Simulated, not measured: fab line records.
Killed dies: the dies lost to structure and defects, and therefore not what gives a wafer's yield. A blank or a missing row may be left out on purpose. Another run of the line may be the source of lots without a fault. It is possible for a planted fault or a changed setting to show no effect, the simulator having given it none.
Chamber matching -- flow nand harc -- rie diel-07 running NHARC_A_STAIRCASE_DESCUM_168: 4 sister chambers
The step chemistry O2, time 3 s. 8 wafers are shown with their chamber, then 12 later ones without.

## EACH WAFER AND ITS CHAMBER
wafer,chamber,showerhead plenum p Torr (Torr),drypump motor current A (A)
L081.5,3,1.94,6.3
L083.3,3,1.93,6.3
L087.5,2,1.79,6.0
L089.4,2,1.79,5.9
L089.6,0,1.81,5.8
L088.1,1,1.91,5.8
L088.5,1,1.91,5.8
L088.6,0,1.81,5.8

## WAFERS WITH NO CHAMBER GIVEN
wafer,showerhead plenum p Torr (Torr),drypump motor current A (A)
L090.1,1.91,5.8
L090.4,1.93,6.2
L090.5,1.81,5.8
L093.1,1.93,6.2
L093.2,1.78,5.9
L093.4,1.80,5.8
L095.3,1.80,5.8
L095.4,1.92,6.2
L095.6,1.78,5.9
L096.1,1.92,6.2
L096.2,1.90,5.8
L096.6,1.92,6.2

## WHICH CHAMBER EACH ONE RAN IN
wafer,from the rows above,in truth
L090.1,1,1
L090.4,3,3
L090.5,0,0
L093.1,3,3
L093.2,2,2
L093.4,0,0
L095.3,0,0
L095.4,3,3
L095.6,2,2
L096.1,3,3
L096.2,1,1
L096.6,3,3
Correctly placed: 12 of 12. From these rows, 0 cannot be placed. Number placed wrongly: 0.
How it was worked out, from the rows above alone: a wafer's distance from a chamber is the root of the sum, over the readings, of the square of ((its reading less the chamber's mean) divided by the reading's scatter). The wafer belongs to the nearest chamber; if the next one is less than 2 further off, it can't be placed. A chamber's mean is the mean of its shown wafers. The scatter is the square root of a quotient: the sum, over the shown wafers, of each reading's squared deviation from its chamber's mean, divided by wafers minus chambers.
